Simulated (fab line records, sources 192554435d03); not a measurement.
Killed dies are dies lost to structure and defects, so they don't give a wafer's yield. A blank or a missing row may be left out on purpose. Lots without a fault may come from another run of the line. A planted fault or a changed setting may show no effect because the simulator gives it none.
Which tool did it? | flow n5_finfet | 23 lots, 69 wafers sampled, at 6 steps of a route of 1938

WHAT THE GAUGES READ, wafer by wafer
N5_BEOL_M4_INSPECT_13: inspects for defects (brightfield). Usual: raw_defect_count 389, standard deviation 96.
lot  | measured     | on                | raw_defect_count | flag
L074 | day 7 14:32  | defect_inspect-02 | 299 237 372      |
L076 | day 7 17:50  | defect_inspect-02 | 344 529 509      |
L075 | day 7 20:50  | defect_inspect-02 | 544 623 482      |
L077 | day 8 00:48  | defect_inspect-02 | 432 342 355      |
L078 | day 8 05:25  | defect_inspect-01 | 391 403 399      |
L079 | day 8 14:04  | defect_inspect-01 | 502 391 430      |
L080 | day 9 04:28  | defect_inspect-02 | 600 463 558      |
L082 | day 9 09:40  | defect_inspect-02 | 310 261 257      |
L081 | day 9 09:51  | defect_inspect-01 | 222 267 243      |
L083 | day 9 16:19  | defect_inspect-02 | 294 458 433      |
L084 | day 10 04:42 | defect_inspect-02 | 424 322 381      |
L085 | day 10 10:35 | defect_inspect-01 | 197 305 312      |
L086 | day 10 13:53 | defect_inspect-02 | 391 274 385      |
L087 | day 10 19:00 | defect_inspect-02 | 617 419 609      |
L088 | day 10 19:22 | defect_inspect-02 | 335 367 345      |
L089 | day 11 03:25 | defect_inspect-02 | 420 318 408      |
L090 | day 11 08:44 | defect_inspect-01 | 293 318 330      |
L091 | day 12 02:28 | defect_inspect-01 | 219 392 335      |
L092 | day 12 03:36 | defect_inspect-01 | 444 421 394      |
L093 | day 12 06:55 | defect_inspect-02 | 485 382 464      |
L095 | day 12 11:37 | defect_inspect-02 | 366 444 362      |
L096 | day 12 16:49 | defect_inspect-02 | 430 402 308      |
L094 | day 12 18:26 | defect_inspect-01 | 576 496 452      |

N5_BEOL_M5_CD_MEAS_18: pitch 56 nm, target cd 28 nm. Usual: cd_nm 28.1 nm, standard deviation 0.4.
lot  | measured     | on        | cd_nm (nm)     | flag
L074 | day 8 01:33  | cd_sem-01 | 28.2 28.2 28.2 |
L076 | day 8 05:20  | cd_sem-01 | 28.4 28.1 28.3 |
L075 | day 8 08:31  | cd_sem-02 | 27.7 28.2 27.7 |
L077 | day 8 14:15  | cd_sem-02 | 28.0 28.4 28.0 |
L078 | day 8 16:35  | cd_sem-01 | 28.2 27.9 27.8 |
L079 | day 9 02:05  | cd_sem-02 | 27.7 27.7 27.7 |
L080 | day 9 15:05  | cd_sem-03 | 27.9 27.7 27.8 |
L082 | day 9 20:24  | cd_sem-02 | 27.6 27.9 27.8 |
L081 | day 9 20:34  | cd_sem-02 | 28.0 28.2 28.3 |
L083 | day 10 05:25 | cd_sem-03 | 28.2 28.1 28.6 |
L084 | day 10 14:28 | cd_sem-02 | 27.8 28.5 28.1 |
L085 | day 10 23:29 | cd_sem-01 | 28.2 28.2 28.0 |
L086 | day 11 03:32 | cd_sem-03 | 28.2 28.2 28.9 |
L087 | day 11 06:58 | cd_sem-03 | 28.3 27.8 28.4 |
L088 | day 11 08:07 | cd_sem-03 | 27.4 27.5 27.6 |
L089 | day 11 18:08 | cd_sem-03 | 28.4 28.0 27.5 |
L090 | day 12 03:05 | cd_sem-03 | 28.4 28.0 28.4 |
L091 | day 12 13:04 | cd_sem-03 | 28.3 28.3 28.0 |
L092 | day 12 16:03 | cd_sem-01 | 28.1 28.0 28.8 |
L093 | day 13 04:48 | cd_sem-03 | 28.4 28.8 28.4 |
L095 | day 13 11:24 | cd_sem-01 | 28.6 28.2 27.9 |
L096 | day 13 13:34 | cd_sem-02 | 29.0 28.6 28.5 |
L094 | day 13 16:15 | cd_sem-01 | 28.0 28.3 27.8 |

WHICH TOOL RAN EACH LOT (tool, then ch and the chambers of the sampled wafers, then the start)
lot  | N5_BEOL_M4_ETCH_64                 | N5_BEOL_M4_ETCHBACK_99             | N5_BEOL_M4_SPUTTER_88        | N5_BEOL_M5_DESCUM_16
L074 | rie_diel-01 ch 0,2,3, day 7 14:38  | rie_diel-06 ch 0,1,2, day 7 16:59  | pvd_sputter-01, day 7 19:16  | rie_diel-04 ch 0,2,3, day 8 01:08
L076 | rie_diel-01 ch 0,2, day 7 17:57    | rie_diel-06 ch 0,1,2, day 7 20:33  | pvd_sputter-01, day 7 23:19  | rie_diel-05 ch 2,3, day 8 04:54
L075 | rie_diel-01 ch 0,1, day 7 20:56    | rie_diel-03 ch 1,2, day 7 23:46    | pvd_sputter-03, day 8 03:19  | rie_diel-05 ch 0,2,3, day 8 08:03
L077 | rie_diel-03 ch 1,2, day 8 01:09    | rie_diel-01 ch 1,2,3, day 8 06:07  | pvd_sputter-02, day 8 09:08  | rie_diel-02 ch 0,2,3, day 8 13:49
L078 | rie_diel-06 ch 0,1,3, day 8 05:34  | rie_diel-01 ch 1,2, day 8 07:13    | pvd_sputter-01, day 8 11:27  | rie_diel-05 ch 0,2,3, day 8 16:10
L079 | rie_diel-03 ch 0,2,3, day 8 14:10  | rie_diel-03 ch 0,1,3, day 8 17:18  | pvd_sputter-03, day 8 20:26  | rie_diel-04 ch 1,3, day 9 01:39
L080 | rie_diel-01 ch 0,1,2, day 9 04:34  | rie_diel-01 ch 0,1,2, day 9 06:50  | pvd_sputter-02, day 9 09:20  | rie_diel-05 ch 0,1,3, day 9 14:39
L082 | rie_diel-03 ch 0,2,3, day 9 09:47  | rie_diel-01 ch 0,1,3, day 9 11:10  | pvd_sputter-01, day 9 13:53  | rie_diel-04 ch 1,3, day 9 19:57
L081 | rie_diel-01 ch 0,2,3, day 9 09:58  | rie_diel-03 ch 0,1, day 9 11:17    | pvd_sputter-02, day 9 14:46  | rie_diel-05 ch 0,2, day 9 20:06
L083 | rie_diel-06 ch 0,1,2, day 9 16:26  | rie_diel-01 ch 0,1,3, day 9 19:05  | pvd_sputter-02, day 9 21:50  | rie_diel-04 ch 2,3, day 10 04:57
L084 | rie_diel-06 ch 1,3, day 10 04:52   | rie_diel-01 ch 0,1, day 10 06:41   | pvd_sputter-01, day 10 08:53 | rie_diel-04 ch 0,3, day 10 14:01
L085 | rie_diel-06 ch 1,2, day 10 10:41   | rie_diel-03 ch 0,3, day 10 13:15   | pvd_sputter-01, day 10 18:07 | rie_diel-02 ch 0,1,3, day 10 23:03
L086 | rie_diel-06 ch 1,2, day 10 13:59   | rie_diel-01 ch 0,1,3, day 10 18:13 | pvd_sputter-02, day 10 20:47 | rie_diel-05 ch 1,3, day 11 02:56
L087 | rie_diel-01 ch 0,2,3, day 10 19:07 | rie_diel-01 ch 0,1,3, day 10 22:17 | pvd_sputter-01, day 11 00:55 | rie_diel-04 ch 0,3, day 11 06:32
L088 | rie_diel-06 ch 0,2,3, day 10 19:28 | rie_diel-03 ch 2,3, day 10 22:35   | pvd_sputter-03, day 11 02:50 | rie_diel-05 ch 0,2, day 11 07:40
L089 | rie_diel-06 ch 0,2,3, day 11 03:32 | rie_diel-06 ch 0,1,2, day 11 07:52 | pvd_sputter-01, day 11 12:03 | rie_diel-02 ch 0,2,3, day 11 17:37
L090 | rie_diel-06 ch 1,2,3, day 11 08:52 | rie_diel-01 ch 0,1, day 11 17:38   | pvd_sputter-03, day 11 20:50 | rie_diel-04 ch 0,1, day 12 02:26
L091 | rie_diel-03 ch 0,1,3, day 12 02:35 | rie_diel-03 ch 0,2,3, day 12 04:51 | pvd_sputter-02, day 12 08:02 | rie_diel-05 ch 0,1,3, day 12 12:38
L092 | rie_diel-01 ch 0,1,2, day 12 03:46 | rie_diel-01 ch 1,2,3, day 12 05:05 | pvd_sputter-03, day 12 09:43 | rie_diel-02 ch 0,2,3, day 12 15:37
L093 | rie_diel-03 ch 0,2,3, day 12 07:07 | rie_diel-06 ch 0,1,3, day 12 20:10 | pvd_sputter-02, day 12 23:29 | rie_diel-05 ch 0,2,3, day 13 04:22
L095 | rie_diel-03 ch 2,3, day 12 11:49   | rie_diel-06 ch 0,1,2, day 13 04:29 | pvd_sputter-02, day 13 06:34 | rie_diel-04 ch 0,1,2, day 13 10:59
L096 | rie_diel-06 ch 0,1,3, day 12 16:56 | rie_diel-03 ch 1,2,3, day 13 06:11 | pvd_sputter-02, day 13 08:32 | rie_diel-02 ch 0,1,2, day 13 12:58
L094 | rie_diel-06 ch 1,2,3, day 12 18:32 | rie_diel-03 ch 0,2,3, day 13 07:20 | pvd_sputter-02, day 13 10:37 | rie_diel-05 ch 2,3, day 13 15:49
- N5_BEOL_M4_ETCH_64: etches SOC in N2/H2, target depth 75 nm, overetch 22.5 nm, time 121.9 s.
- N5_BEOL_M4_ETCHBACK_99: etches SiO2 in CHF3, target depth 5 nm, time 10.4 s.
- N5_BEOL_M4_SPUTTER_88: material Cu, target thk 4.5 nm, time 8.29 s.
- N5_BEOL_M5_DESCUM_16: chemistry O2, time 7 s.

WHAT THE TOOLS THEMSELVES READ (means of the sampled wafers that have a number; where no wafer has one, the mark that the record gives instead)
N5_BEOL_M4_ETCH_64. Usual: drypump_motor_current_A 5.8 A, standard deviation 0.46; oes_product_au 0.63 a.u., standard deviation 0.067; rf_fwd_power_W 836.2 W, standard deviation 2.7; rf_vpp_V 524.6 V, standard deviation 1.9; showerhead_plenum_p_Torr 2.58 Torr, standard deviation 0.068; throttle_valve_pct 17.83 %, standard deviation 0.28.
lot  | tool        | drypump_motor_current_A (A) | oes_product_au (a.u.) | rf_fwd_power_W (W) | rf_vpp_V (V) | showerhead_plenum_p_Torr (Torr) | throttle_valve_pct (%) | flag
L074 | rie_diel-01 | 5.8                         | 0.53                  | 836.1              | 523.8        | 2.55                            | 18.08                  |
L076 | rie_diel-01 | 6.2                         | 0.53                  | 837.0              | 524.5        | 2.58                            | 18.07                  |
L075 | rie_diel-01 | 6.6                         | 0.57                  | 837.2              | 524.3        | 2.60                            | 17.85                  |
L077 | rie_diel-03 | 5.8                         | 0.67                  | 834.8              | 522.9        | 2.52                            | 17.77                  |
L078 | rie_diel-06 | 5.7                         | 0.61                  | 833.7              | 526.1        | 2.64                            | 17.91                  |
L079 | rie_diel-03 | 5.6                         | 0.70                  | 835.1              | 525.3        | 2.56                            | 17.72                  |
L080 | rie_diel-01 | 6.1                         | 0.63                  | 836.0              | 524.0        | 2.56                            | 17.68                  |
L082 | rie_diel-03 | 5.6                         | 0.69                  | 835.2              | 524.4        | 2.56                            | 17.73                  |
L081 | rie_diel-01 | 5.8                         | 0.59                  | 836.5              | 522.1        | 2.55                            | 17.93                  |
L083 | rie_diel-06 | 5.6                         | 0.67                  | 836.7              | 526.5        | 2.66                            | 17.75                  |
L084 | rie_diel-06 | 5.9                         | 0.62                  | 836.8              | 526.3        | 2.64                            | 17.82                  |
L085 | rie_diel-06 | 5.9                         | 0.68                  | 839.3              | 527.0        | 2.67                            | 17.62                  |
L086 | rie_diel-06 | 5.7                         | 0.70                  | 838.6              | 526.6        | 2.64                            | 17.68                  |
L087 | rie_diel-01 | 5.8                         | 0.65                  | 834.6              | 523.0        | 2.54                            | 17.80                  |
L088 | rie_diel-06 | 5.5                         | 0.63                  | 835.7              | 525.4        | 2.60                            | 18.03                  |
L089 | rie_diel-06 | 5.4                         | 0.61                  | 835.5              | 524.7        | 2.60                            | 18.05                  |
L090 | rie_diel-06 | 5.7                         | 0.64                  | 836.9              | 525.4        | 2.61                            | 17.91                  |
L091 | rie_diel-03 | 5.9                         | 0.66                  | 837.7              | 523.0        | 2.51                            | 17.74                  |
L092 | rie_diel-01 | 6.1                         | 0.66                  | 834.6              | 523.9        | 2.55                            | 17.57                  |
L093 | rie_diel-03 | 5.6                         | 0.66                  | 836.4              | 524.6        | 2.55                            | 17.77                  |
L095 | rie_diel-03 | 5.7                         | 0.66                  | 836.4              | 523.1        | 2.52                            | 17.65                  |
L096 | rie_diel-06 | 5.6                         | 0.59                  | 838.5              | 526.7        | 2.62                            | 18.00                  |
L094 | rie_diel-06 | 5.8                         | 0.63                  | 836.2              | 525.2        | 2.60                            | 17.92                  |

N5_BEOL_M4_ETCHBACK_99. Usual: drypump_motor_current_A 5.8 A, standard deviation 0.48; oes_product_au 0.84 a.u., standard deviation 0.085; rf_fwd_power_W 211.8 W, standard deviation 1.2; rf_vpp_V 239 V, standard deviation 3.8; showerhead_plenum_p_Torr 2.17 Torr, standard deviation 0.052; throttle_valve_pct 17.02 %, standard deviation 0.24.
lot  | tool        | drypump_motor_current_A (A) | oes_product_au (a.u.) | rf_fwd_power_W (W) | rf_vpp_V (V) | showerhead_plenum_p_Torr (Torr) | throttle_valve_pct (%) | flag
L074 | rie_diel-06 | 5.6                         | 0.79                  | 211.3              | 244          | 2.26                            | 17.14                  |
L076 | rie_diel-06 | 5.6                         | 0.80                  | 212.3              | 242          | 2.26                            | 17.15                  |
L075 | rie_diel-03 | 5.5                         | 0.88                  | 213.5              | 237          | 2.17                            | 17.07                  |
L077 | rie_diel-01 | 5.7                         | 0.75                  | 210.7              | 238          | 2.14                            | 17.09                  |
L078 | rie_diel-01 | 6.0                         | 0.81                  | 210.9              | 239          | 2.16                            | 16.94                  |
L079 | rie_diel-03 | 5.9                         | 0.92                  | 211.1              | 238          | 2.14                            | 16.92                  |
L080 | rie_diel-01 | 6.1                         | 0.83                  | 211.2              | 237          | 2.17                            | 16.98                  |
L082 | rie_diel-01 | 6.2                         | 0.83                  | 211.7              | 239          | 2.17                            | 16.94                  |
L081 | rie_diel-03 | 5.9                         | 0.87                  | 212.0              | 238          | 2.14                            | 17.12                  |
L083 | rie_diel-01 | 6.2                         | 0.82                  | 212.4              | 238          | 2.17                            | 16.95                  |
L084 | rie_diel-01 | 6.5                         | 0.87                  | 212.0              | 240          | 2.19                            | 16.79                  |
L085 | rie_diel-03 | 5.8                         | 0.90                  | 211.2              | 241          | 2.16                            | 16.93                  |
L086 | rie_diel-01 | 6.2                         | 0.82                  | 211.9              | 239          | 2.16                            | 16.98                  |
L087 | rie_diel-01 | 6.2                         | 0.82                  | 212.3              | 238          | 2.16                            | 16.98                  |
L088 | rie_diel-03 | 5.6                         | 0.90                  | 211.5              | 235          | 2.12                            | 16.78                  |
L089 | rie_diel-06 | 5.6                         | 0.85                  | 212.1              | 243          | 2.25                            | 17.02                  |
L090 | rie_diel-01 | 6.6                         | 0.87                  | 212.9              | 239          | 2.19                            | 16.85                  |
L091 | rie_diel-03 | 5.6                         | 0.87                  | 212.4              | 239          | 2.15                            | 16.96                  |
L092 | rie_diel-01 | 5.7                         | 0.91                  | 211.3              | 237          | 2.13                            | 16.85                  |
L093 | rie_diel-06 | 5.6                         | 0.78                  | 211.9              | 241          | 2.22                            | 17.21                  |
L095 | rie_diel-06 | 5.6                         | 0.83                  | 212.4              | 243          | 2.24                            | 17.05                  |
L096 | rie_diel-03 | 5.7                         | 0.84                  | 212.5              | 237          | 2.13                            | 16.99                  |
L094 | rie_diel-03 | 5.6                         | 0.86                  | 212.6              | 238          | 2.15                            | 16.98                  |

N5_BEOL_M4_SPUTTER_88. Usual: chuck_gas_flow_sccm 1.27 sccm, standard deviation 0.057; throttle_valve_pct 29.8 %, standard deviation 0.94.
lot  | tool           | chuck_gas_flow_sccm (sccm) | throttle_valve_pct (%) | flag
L074 | pvd_sputter-01 | 1.27                       | 29.8                   |
L076 | pvd_sputter-01 | 1.30                       | 30.3                   |
L075 | pvd_sputter-03 | 1.22                       | 29.1                   |
L077 | pvd_sputter-02 | 1.25                       | 29.0                   |
L078 | pvd_sputter-01 | 1.26                       | 30.2                   |
L079 | pvd_sputter-03 | 1.28                       | 30.4                   |
L080 | pvd_sputter-02 | 1.21                       | 29.1                   |
L082 | pvd_sputter-01 | 1.25                       | 29.9                   |
L081 | pvd_sputter-02 | 1.32                       | 29.3                   |
L083 | pvd_sputter-02 | 1.23                       | 28.8                   |
L084 | pvd_sputter-01 | 1.29                       | 30.3                   |
L085 | pvd_sputter-01 | 1.30                       | 30.9                   |
L086 | pvd_sputter-02 | 1.27                       | 28.8                   |
L087 | pvd_sputter-01 | 1.26                       | 30.6                   |
L088 | pvd_sputter-03 | 1.29                       | 31.0                   |
L089 | pvd_sputter-01 | 1.33                       | 30.4                   |
L090 | pvd_sputter-03 | 1.25                       | 29.3                   |
L091 | pvd_sputter-02 | 1.25                       | 29.0                   |
L092 | pvd_sputter-03 | 1.26                       | 30.4                   |
L093 | pvd_sputter-02 | 1.23                       | 29.1                   |
L095 | pvd_sputter-02 | 1.31                       | 29.3                   |
L096 | pvd_sputter-02 | 1.25                       | 28.8                   |
L094 | pvd_sputter-02 | 1.25                       | 29.1                   |

N5_BEOL_M5_DESCUM_16. Usual: drypump_motor_current_A 5.8 A, standard deviation 0.51; oes_product_au 0.81 a.u., standard deviation 0.099; rf_fwd_power_W 49.27 W, standard deviation 0.27; rf_vpp_V 243.3 V, standard deviation 1.5; showerhead_plenum_p_Torr 2.11 Torr, standard deviation 0.077; throttle_valve_pct 20.37 %, standard deviation 0.17.
lot  | tool        | drypump_motor_current_A (A) | oes_product_au (a.u.) | rf_fwd_power_W (W) | rf_vpp_V (V) | showerhead_plenum_p_Torr (Torr) | throttle_valve_pct (%) | flag
L074 | rie_diel-04 | 5.5                         | 0.77                  | 49.10              | 243.7        | 2.19                            | 20.48                  |
L076 | rie_diel-05 | 6.4                         | 0.83                  | 49.34              | 242.7        | 2.03                            | 20.35                  |
L075 | rie_diel-05 | 6.1                         | 0.80                  | 49.21              | 243.5        | 2.08                            | 20.35                  |
L077 | rie_diel-02 | 6.1                         | 0.77                  | 49.40              | 242.5        | 2.05                            | 20.54                  |
L078 | rie_diel-05 | 6.1                         | 0.80                  | 49.26              | 242.9        | 2.08                            | 20.36                  |
L079 | rie_diel-04 | 5.4                         | 0.76                  | 49.23              | 244.1        | 2.18                            | 20.21                  |
L080 | rie_diel-05 | 5.8                         | 0.76                  | 49.17              | 242.8        | 2.06                            | 20.33                  |
L082 | rie_diel-04 | 5.4                         | 0.83                  | 49.25              | 244.6        | 2.21                            | 20.20                  |
L081 | rie_diel-05 | 5.8                         | 0.76                  | 49.24              | 243.7        | 2.12                            | 20.38                  |
L083 | rie_diel-04 | 5.6                         | 0.76                  | 49.01              | 244.1        | 2.18                            | 20.40                  |
L084 | rie_diel-04 | 5.4                         | 0.94                  | 49.36              | 245.1        | 2.17                            | 20.42                  |
L085 | rie_diel-02 | 5.9                         | 0.89                  | 49.56              | 243.1        | 2.11                            | 20.26                  |
L086 | rie_diel-05 | 5.8                         | 0.76                  | 49.33              | 241.2        | 2.01                            | 20.36                  |
L087 | rie_diel-04 | 5.4                         | 0.92                  | 49.39              | 244.3        | 2.17                            | 20.42                  |
L088 | rie_diel-05 | 5.8                         | 0.75                  | 49.19              | 244.4        | 2.12                            | 20.39                  |
L089 | rie_diel-02 | 6.0                         | 0.85                  | 49.51              | 243.4        | 2.13                            | 20.42                  |
L090 | rie_diel-04 | 5.4                         | 0.94                  | 49.32              | 244.7        | 2.13                            | 20.13                  |
L091 | rie_diel-05 | 5.8                         | 0.74                  | 49.13              | 242.5        | 2.05                            | 20.38                  |
L092 | rie_diel-02 | 6.0                         | 0.84                  | 49.36              | 244.0        | 2.13                            | 20.44                  |
L093 | rie_diel-05 | 6.1                         | 0.77                  | 49.31              | 242.6        | 2.07                            | 20.41                  |
L095 | rie_diel-04 | 5.5                         | 0.94                  | 49.12              | 243.9        | 2.13                            | 20.18                  |
L096 | rie_diel-02 | 6.0                         | 0.87                  | 49.46              | 243.6        | 2.12                            | 20.37                  |
L094 | rie_diel-05 | 6.4                         | 0.82                  | 49.48              | 242.5        | 2.04                            | 20.44                  |

THE ANSWER, worked out from the rows above alone
Rule: a lot is off if the mean of its wafers that have a number lies more than 3 standard deviations from the usual mean. A lot without any number at a reading at which 4 lots or more have one is off too. The other lots that the step has rows for count as sound. The gauges are gone through in route order, then the tools' own readings, and for those a lot's mean is taken as printed above. The first step at which some lot is off is used, and at that step the reading that is off furthest; a lot without a number counts as furthest.
No lot is off at any reading shown: from this, nothing can be told.

WHAT THE SIMULATOR HAD PUT IN
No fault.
